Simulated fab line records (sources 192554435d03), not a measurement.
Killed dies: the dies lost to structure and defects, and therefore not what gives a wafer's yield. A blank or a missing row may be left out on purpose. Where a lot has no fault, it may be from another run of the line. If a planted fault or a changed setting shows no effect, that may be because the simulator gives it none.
Which tool was responsible? || flow n5-finfet || 11 lots, 31 wafers sampled, at 6 steps of a route of 1938

## WHAT THE GAUGES READ, wafer by wafer
N5_BEOL_M4_RC_MEAS_101. Usual: DIBL_N 36.3 mV/V, standard deviation 2.2; DIBL_P 36.0 mV/V, standard deviation 2.4; IOFF_N 0.16 nA/um, standard deviation 0.042; IOFF_P 0.22 nA/um, standard deviation 0.041; ION_N 672 uA/um, standard deviation 14; ION_P 462 uA/um, standard deviation 7.9; SS_N 71.7 mV/dec, standard deviation 0.76; SS_P 73.3 mV/dec, standard deviation 0.72; VT_N 250 mV, standard deviation 3.6; VT_P -249 mV, standard deviation 3.
{"lot": "L970", "measured": "day 7 23:23", "on": "prober-02", "DIBL_N (mV/V)": "37.2 36.3", "DIBL_P (mV/V)": "38.0 36.5", "IOFF_N (nA/um)": "0.19 0.16", "IOFF_P (nA/um)": "0.24 0.21", "ION_N (uA/um)": "680 661", "ION_P (uA/um)": "463 459", "SS_N (mV/dec)": "72.1 71.8", "SS_P (mV/dec)": "74.9 73.9", "VT_N (mV)": "245 253", "VT_P (mV)": "-252 -251", "flag": ""}
{"lot": "L972", "measured": "day 8 11:30", "on": "prober-02", "DIBL_N (mV/V)": "34.8 38.0 36.3", "DIBL_P (mV/V)": "35.2 37.8 36.1", "IOFF_N (nA/um)": "0.15 0.21 0.17", "IOFF_P (nA/um)": "0.20 0.26 0.22", "ION_N (uA/um)": "679 687 689", "ION_P (uA/um)": "465 464 465", "SS_N (mV/dec)": "70.7 72.2 71.3", "SS_P (mV/dec)": "72.5 74.1 73.2", "VT_N (mV)": "251 248 249", "VT_P (mV)": "-251 -249 -251", "flag": ""}
{"lot": "L973", "measured": "day 8 12:30", "on": "prober-01", "DIBL_N (mV/V)": "34.9 34.7 34.9", "DIBL_P (mV/V)": "34.5 34.2 34.7", "IOFF_N (nA/um)": "0.14 0.14 0.15", "IOFF_P (nA/um)": "0.20 0.20 0.20", "ION_N (uA/um)": "668 670 678", "ION_P (uA/um)": "463 463 467", "SS_N (mV/dec)": "72.2 71.0 71.4", "SS_P (mV/dec)": "73.3 73.2 73.4", "VT_N (mV)": "249 249 247", "VT_P (mV)": "-248 -250 -246", "flag": ""}
{"lot": "L976", "measured": "day 9 13:12", "on": "prober-01", "DIBL_N (mV/V)": "32.6 35.4 35.2", "DIBL_P (mV/V)": "30.9 35.6 34.7", "IOFF_N (nA/um)": "0.10 0.16 0.14", "IOFF_P (nA/um)": "0.14 0.20 0.18", "ION_N (uA/um)": "651 671 661", "ION_P (uA/um)": "450 460 454", "SS_N (mV/dec)": "71.1 71.6 72.3", "SS_P (mV/dec)": "71.5 72.7 72.0", "VT_N (mV)": "256 248 248", "VT_P (mV)": "-253 -250 -250", "flag": ""}
{"lot": "L977", "measured": "day 9 17:12", "on": "prober-02", "DIBL_N (mV/V)": "35.0 35.1", "DIBL_P (mV/V)": "34.9 34.7", "IOFF_N (nA/um)": "0.15 0.15", "IOFF_P (nA/um)": "0.21 0.21", "ION_N (uA/um)": "661 672", "ION_P (uA/um)": "459 462", "SS_N (mV/dec)": "71.3 70.9", "SS_P (mV/dec)": "72.7 73.5", "VT_N (mV)": "253 251", "VT_P (mV)": "-249 -250", "flag": ""}
{"lot": "L985", "measured": "day 11 09:41", "on": "prober-02", "DIBL_N (mV/V)": "34.4 34.4 33.5", "DIBL_P (mV/V)": "35.2 34.6 34.2", "IOFF_N (nA/um)": "0.16 0.16 0.14", "IOFF_P (nA/um)": "0.24 0.23 0.22", "ION_N (uA/um)": "671 689 668", "ION_P (uA/um)": "466 475 464", "SS_N (mV/dec)": "72.1 71.0 70.8", "SS_P (mV/dec)": "73.3 73.2 72.4", "VT_N (mV)": "250 247 252", "VT_P (mV)": "-245 -244 -246", "flag": ""}
{"lot": "L989", "measured": "day 14 01:11", "on": "prober-01", "DIBL_N (mV/V)": "37.3 38.0 33.8", "DIBL_P (mV/V)": "39.3 39.8 34.4", "IOFF_N (nA/um)": "0.20 0.21 0.12", "IOFF_P (nA/um)": "0.30 0.31 0.19", "ION_N (uA/um)": "689 692 661", "ION_P (uA/um)": "482 476 460", "SS_N (mV/dec)": "70.9 72.5 70.5", "SS_P (mV/dec)": "74.7 74.0 72.2", "VT_N (mV)": "244 245 252", "VT_P (mV)": "-241 -244 -249", "flag": ""}
{"lot": "L990", "measured": "day 14 04:23", "on": "prober-02", "DIBL_N (mV/V)": "36.8 36.5 36.3", "DIBL_P (mV/V)": "37.1 38.0 37.4", "IOFF_N (nA/um)": "0.18 0.20 0.18", "IOFF_P (nA/um)": "0.24 0.26 0.23", "ION_N (uA/um)": "679 706 692", "ION_P (uA/um)": "464 483 467", "SS_N (mV/dec)": "72.0 71.7 71.8", "SS_P (mV/dec)": "73.5 73.3 73.1", "VT_N (mV)": "247 243 248", "VT_P (mV)": "-248 -245 -246", "flag": ""}
{"lot": "L992", "measured": "day 14 04:40", "on": "prober-01", "DIBL_N (mV/V)": "39.2 38.6 38.5", "DIBL_P (mV/V)": "37.0 38.2 37.3", "IOFF_N (nA/um)": "0.23 0.20 0.20", "IOFF_P (nA/um)": "0.21 0.22 0.21", "ION_N (uA/um)": "668 685 688", "ION_P (uA/um)": "447 460 454", "SS_N (mV/dec)": "74.3 72.2 72.5", "SS_P (mV/dec)": "73.7 73.6 73.6", "VT_N (mV)": "251 249 250", "VT_P (mV)": "-253 -251 -250", "flag": ""}
{"lot": "L993", "measured": "day 14 21:55", "on": "prober-02", "DIBL_N (mV/V)": "36.6 34.5 33.8", "DIBL_P (mV/V)": "36.4 35.3 34.7", "IOFF_N (nA/um)": "0.15 0.13 0.11", "IOFF_P (nA/um)": "0.18 0.18 0.16", "ION_N (uA/um)": "655 664 657", "ION_P (uA/um)": "445 459 453", "SS_N (mV/dec)": "72.2 70.8 70.8", "SS_P (mV/dec)": "73.0 72.3 72.7", "VT_N (mV)": "253 251 255", "VT_P (mV)": "-253 -255 -252", "flag": ""}
{"lot": "L991", "measured": "day 15 06:28", "on": "prober-01", "DIBL_N (mV/V)": "33.2 34.1 33.4", "DIBL_P (mV/V)": "34.8 35.7 34.9", "IOFF_N (nA/um)": "0.14 0.15 0.14", "IOFF_P (nA/um)": "0.19 0.19 0.20", "ION_N (uA/um)": "674 685 672", "ION_P (uA/um)": "468 470 465", "SS_N (mV/dec)": "70.5 71.1 71.2", "SS_P (mV/dec)": "72.9 72.8 72.7", "VT_N (mV)": "251 249 250", "VT_P (mV)": "-251 -251 -250", "flag": ""}

## WHICH TOOL RAN EACH LOT (tool, then ch and the chambers of the sampled wafers, then the start)
{"lot": "L970", "N5_BEOL_M1_ANNEAL_87": "pvd-sputter-01, day 6 07:42", "N5_BEOL_M1_ANNEAL_89": "pvd-sputter-01, day 6 07:55", "N5_BEOL_M1_SPUTTER_92": "pvd-sputter-01, day 6 08:17", "N5_BEOL_M1_ECD_50": "ecd-cu-01 ch 0,1, day 6 08:50", "N5_BEOL_M1_CMP_52": "cmp-04 ch 2,3, day 6 09:53"}
{"lot": "L972", "N5_BEOL_M1_ANNEAL_87": "pvd-sputter-02, day 6 21:14", "N5_BEOL_M1_ANNEAL_89": "pvd-sputter-02, day 6 21:27", "N5_BEOL_M1_SPUTTER_92": "pvd-sputter-02, day 6 21:49", "N5_BEOL_M1_ECD_50": "ecd-cu-01 ch 0,1, day 6 22:22", "N5_BEOL_M1_CMP_52": "cmp-02 ch 0,1,2, day 7 00:55"}
{"lot": "L973", "N5_BEOL_M1_ANNEAL_87": "pvd-sputter-01, day 6 21:26", "N5_BEOL_M1_ANNEAL_89": "pvd-sputter-01, day 6 21:40", "N5_BEOL_M1_SPUTTER_92": "pvd-sputter-01, day 6 22:01", "N5_BEOL_M1_ECD_50": "ecd-cu-02 ch 0,1, day 6 22:35", "N5_BEOL_M1_CMP_52": "cmp-04 ch 0,1, day 7 01:10"}
{"lot": "L976", "N5_BEOL_M1_ANNEAL_87": "pvd-sputter-02, day 7 23:27", "N5_BEOL_M1_ANNEAL_89": "pvd-sputter-02, day 7 23:40", "N5_BEOL_M1_SPUTTER_92": "pvd-sputter-02, day 8 00:02", "N5_BEOL_M1_ECD_50": "ecd-cu-02 ch 0,1, day 8 00:35", "N5_BEOL_M1_CMP_52": "cmp-04 ch 0,2,3, day 8 05:05"}
{"lot": "L977", "N5_BEOL_M1_ANNEAL_87": "pvd-sputter-02, day 8 10:01", "N5_BEOL_M1_ANNEAL_89": "pvd-sputter-02, day 8 10:14", "N5_BEOL_M1_SPUTTER_92": "pvd-sputter-02, day 8 10:35", "N5_BEOL_M1_ECD_50": "ecd-cu-02 ch 0,1, day 8 11:09", "N5_BEOL_M1_CMP_52": "cmp-04 ch 1,2, day 8 14:06"}
{"lot": "L985", "N5_BEOL_M1_ANNEAL_87": "pvd-sputter-01, day 9 22:49", "N5_BEOL_M1_ANNEAL_89": "pvd-sputter-01, day 9 23:02", "N5_BEOL_M1_SPUTTER_92": "pvd-sputter-01, day 9 23:23", "N5_BEOL_M1_ECD_50": "ecd-cu-01 ch 0,1, day 9 23:56", "N5_BEOL_M1_CMP_52": "cmp-04 ch 0,1, day 10 00:19"}
{"lot": "L989", "N5_BEOL_M1_ANNEAL_87": "pvd-sputter-02, day 11 07:19", "N5_BEOL_M1_ANNEAL_89": "pvd-sputter-02, day 11 07:32", "N5_BEOL_M1_SPUTTER_92": "pvd-sputter-02, day 11 07:54", "N5_BEOL_M1_ECD_50": "ecd-cu-01 ch 0,1, day 11 08:28", "N5_BEOL_M1_CMP_52": "cmp-04 ch 1,2,3, day 11 08:56"}
{"lot": "L990", "N5_BEOL_M1_ANNEAL_87": "pvd-sputter-02, day 11 17:49", "N5_BEOL_M1_ANNEAL_89": "pvd-sputter-02, day 11 18:02", "N5_BEOL_M1_SPUTTER_92": "pvd-sputter-02, day 11 18:23", "N5_BEOL_M1_ECD_50": "ecd-cu-01 ch 0,1, day 11 18:57", "N5_BEOL_M1_CMP_52": "cmp-03 ch 0,1,3, day 11 19:24"}
{"lot": "L992", "N5_BEOL_M1_ANNEAL_87": "pvd-sputter-01, day 11 22:40", "N5_BEOL_M1_ANNEAL_89": "pvd-sputter-01, day 11 22:53", "N5_BEOL_M1_SPUTTER_92": "pvd-sputter-01, day 11 23:15", "N5_BEOL_M1_ECD_50": "ecd-cu-02 ch 0,1, day 11 23:49", "N5_BEOL_M1_CMP_52": "cmp-03 ch 0,3, day 12 00:11"}
{"lot": "L993", "N5_BEOL_M1_ANNEAL_87": "pvd-sputter-01, day 12 02:43", "N5_BEOL_M1_ANNEAL_89": "pvd-sputter-01, day 12 02:56", "N5_BEOL_M1_SPUTTER_92": "pvd-sputter-01, day 12 03:17", "N5_BEOL_M1_ECD_50": "ecd-cu-02 ch 0,1, day 12 03:51", "N5_BEOL_M1_CMP_52": "cmp-04 ch 1,3, day 12 04:16"}
{"lot": "L991", "N5_BEOL_M1_ANNEAL_87": "pvd-sputter-02, day 12 02:53", "N5_BEOL_M1_ANNEAL_89": "pvd-sputter-02, day 13 10:42", "N5_BEOL_M1_SPUTTER_92": "pvd-sputter-02, day 13 11:04", "N5_BEOL_M1_ECD_50": "ecd-cu-02 ch 0,1, day 13 11:37", "N5_BEOL_M1_CMP_52": "cmp-04 ch 0,1,2, day 13 11:59"}
- N5_BEOL_M1_ANNEAL_87: time 240 s.
- N5_BEOL_M1_ANNEAL_89: time 240 s.
- N5_BEOL_M1_SPUTTER_92: material Cu, target thk 4.5 nm, time 8.29 s.
- N5_BEOL_M1_ECD_50: material Cu, target thk 300 nm.
- N5_BEOL_M1_CMP_52: polishes, stops on SiOC, t overpolish 6.8 s, target thk 40 nm.

## WHAT THE TOOLS THEMSELVES READ (means of the sampled wafers that have a number; where no wafer has one, the mark that the record gives instead)
N5_BEOL_M1_ANNEAL_87. Usual: 819 W for heater-power-w, sd 61.
{"lot": "L970", "tool": "pvd-sputter-01", "heater-power-w (W)": 764, "flag": ""}
{"lot": "L972", "tool": "pvd-sputter-02", "heater-power-w (W)": 792, "flag": ""}
{"lot": "L973", "tool": "pvd-sputter-01", "heater-power-w (W)": 802, "flag": ""}
{"lot": "L976", "tool": "pvd-sputter-02", "heater-power-w (W)": 797, "flag": ""}
{"lot": "L977", "tool": "pvd-sputter-02", "heater-power-w (W)": 798, "flag": ""}
{"lot": "L985", "tool": "pvd-sputter-01", "heater-power-w (W)": 795, "flag": ""}
{"lot": "L989", "tool": "pvd-sputter-02", "heater-power-w (W)": 787, "flag": ""}
{"lot": "L990", "tool": "pvd-sputter-02", "heater-power-w (W)": 862, "flag": ""}
{"lot": "L992", "tool": "pvd-sputter-01", "heater-power-w (W)": 772, "flag": ""}
{"lot": "L993", "tool": "pvd-sputter-01", "heater-power-w (W)": 788, "flag": ""}
{"lot": "L991", "tool": "pvd-sputter-02", "heater-power-w (W)": 819, "flag": ""}

N5_BEOL_M1_ANNEAL_89. Usual: 818 W for heater-power-w, sd 61.
{"lot": "L970", "tool": "pvd-sputter-01", "heater-power-w (W)": 786, "flag": ""}
{"lot": "L972", "tool": "pvd-sputter-02", "heater-power-w (W)": 779, "flag": ""}
{"lot": "L973", "tool": "pvd-sputter-01", "heater-power-w (W)": 788, "flag": ""}
{"lot": "L976", "tool": "pvd-sputter-02", "heater-power-w (W)": 803, "flag": ""}
{"lot": "L977", "tool": "pvd-sputter-02", "heater-power-w (W)": 810, "flag": ""}
{"lot": "L985", "tool": "pvd-sputter-01", "heater-power-w (W)": 793, "flag": ""}
{"lot": "L989", "tool": "pvd-sputter-02", "heater-power-w (W)": 789, "flag": ""}
{"lot": "L990", "tool": "pvd-sputter-02", "heater-power-w (W)": 847, "flag": ""}
{"lot": "L992", "tool": "pvd-sputter-01", "heater-power-w (W)": 792, "flag": ""}
{"lot": "L993", "tool": "pvd-sputter-01", "heater-power-w (W)": 789, "flag": ""}
{"lot": "L991", "tool": "pvd-sputter-02", "heater-power-w (W)": 813, "flag": ""}

N5_BEOL_M1_SPUTTER_92. Usual: 30.7 % for throttle-valve-pct, sd 1.2.
{"lot": "L970", "tool": "pvd-sputter-01", "throttle-valve-pct (%)": 31.9, "flag": ""}
{"lot": "L972", "tool": "pvd-sputter-02", "throttle-valve-pct (%)": 30.7, "flag": ""}
{"lot": "L973", "tool": "pvd-sputter-01", "throttle-valve-pct (%)": 31.5, "flag": ""}
{"lot": "L976", "tool": "pvd-sputter-02", "throttle-valve-pct (%)": 31.2, "flag": ""}
{"lot": "L977", "tool": "pvd-sputter-02", "throttle-valve-pct (%)": 30.6, "flag": ""}
{"lot": "L985", "tool": "pvd-sputter-01", "throttle-valve-pct (%)": 32.0, "flag": ""}
{"lot": "L989", "tool": "pvd-sputter-02", "throttle-valve-pct (%)": 31.1, "flag": ""}
{"lot": "L990", "tool": "pvd-sputter-02", "throttle-valve-pct (%)": 30.5, "flag": ""}
{"lot": "L992", "tool": "pvd-sputter-01", "throttle-valve-pct (%)": 31.5, "flag": ""}
{"lot": "L993", "tool": "pvd-sputter-01", "throttle-valve-pct (%)": 31.7, "flag": ""}
{"lot": "L991", "tool": "pvd-sputter-02", "throttle-valve-pct (%)": 30.2, "flag": ""}

N5_BEOL_M1_CMP_52. Usual: motor-current-A 5.7 A, standard deviation 0.8; retaining-ring-pressure-frac 1.001, standard deviation 0.0051; time-to-endpoint-s 62 s, standard deviation 3.
{"lot": "L970", "tool": "cmp-04", "motor-current-A (A)": 5.8, "retaining-ring-pressure-frac": 0.999, "time-to-endpoint-s (s)": 60, "flag": ""}
{"lot": "L972", "tool": "cmp-02", "motor-current-A (A)": 6.2, "retaining-ring-pressure-frac": 1.000, "time-to-endpoint-s (s)": 64, "flag": ""}
{"lot": "L973", "tool": "cmp-04", "motor-current-A (A)": 5.1, "retaining-ring-pressure-frac": 1.002, "time-to-endpoint-s (s)": 63, "flag": ""}
{"lot": "L976", "tool": "cmp-04", "motor-current-A (A)": 5.2, "retaining-ring-pressure-frac": 1.002, "time-to-endpoint-s (s)": 50, "flag": "OFF"}
{"lot": "L977", "tool": "cmp-04", "motor-current-A (A)": 6.1, "retaining-ring-pressure-frac": 1.002, "time-to-endpoint-s (s)": 48, "flag": "OFF"}
{"lot": "L985", "tool": "cmp-04", "motor-current-A (A)": 5.1, "retaining-ring-pressure-frac": 1.003, "time-to-endpoint-s (s)": 61, "flag": ""}
{"lot": "L989", "tool": "cmp-04", "motor-current-A (A)": 5.7, "retaining-ring-pressure-frac": 1.003, "time-to-endpoint-s (s)": 65, "flag": ""}
{"lot": "L990", "tool": "cmp-03", "motor-current-A (A)": 5.7, "retaining-ring-pressure-frac": 0.998, "time-to-endpoint-s (s)": 58, "flag": ""}
{"lot": "L992", "tool": "cmp-03", "motor-current-A (A)": 6.3, "retaining-ring-pressure-frac": 1.004, "time-to-endpoint-s (s)": 62, "flag": ""}
{"lot": "L993", "tool": "cmp-04", "motor-current-A (A)": 5.3, "retaining-ring-pressure-frac": 1.000, "time-to-endpoint-s (s)": 64, "flag": ""}
{"lot": "L991", "tool": "cmp-04", "motor-current-A (A)": 5.9, "retaining-ring-pressure-frac": 1.003, "time-to-endpoint-s (s)": 63, "flag": ""}

## THE ANSWER, worked out from the rows above alone
Rule: take the mean of a lot's wafers that have a number; if it is more than 3 standard deviations from the usual mean, the lot is off. A lot without any number at a reading at which 4 lots or more have one is off too. All remaining lots with rows at the step are treated as sound. After the gauges, taken in route order, come the tools' own readings; for these a lot's mean is taken, as printed above. The first step at which some lot is off is used, and at that step the reading that is off furthest; a lot without a number counts as furthest.
Off: L976, L977 (N5_BEOL_M1_CMP_52, time-to-endpoint-s).
A tool fits if, at that step or a process step before it, it ran every lot that is off, and no sound lot after the first of them. Of those tried, none fits.

## WHAT HAD BEEN PUT IN BY THE SIMULATOR
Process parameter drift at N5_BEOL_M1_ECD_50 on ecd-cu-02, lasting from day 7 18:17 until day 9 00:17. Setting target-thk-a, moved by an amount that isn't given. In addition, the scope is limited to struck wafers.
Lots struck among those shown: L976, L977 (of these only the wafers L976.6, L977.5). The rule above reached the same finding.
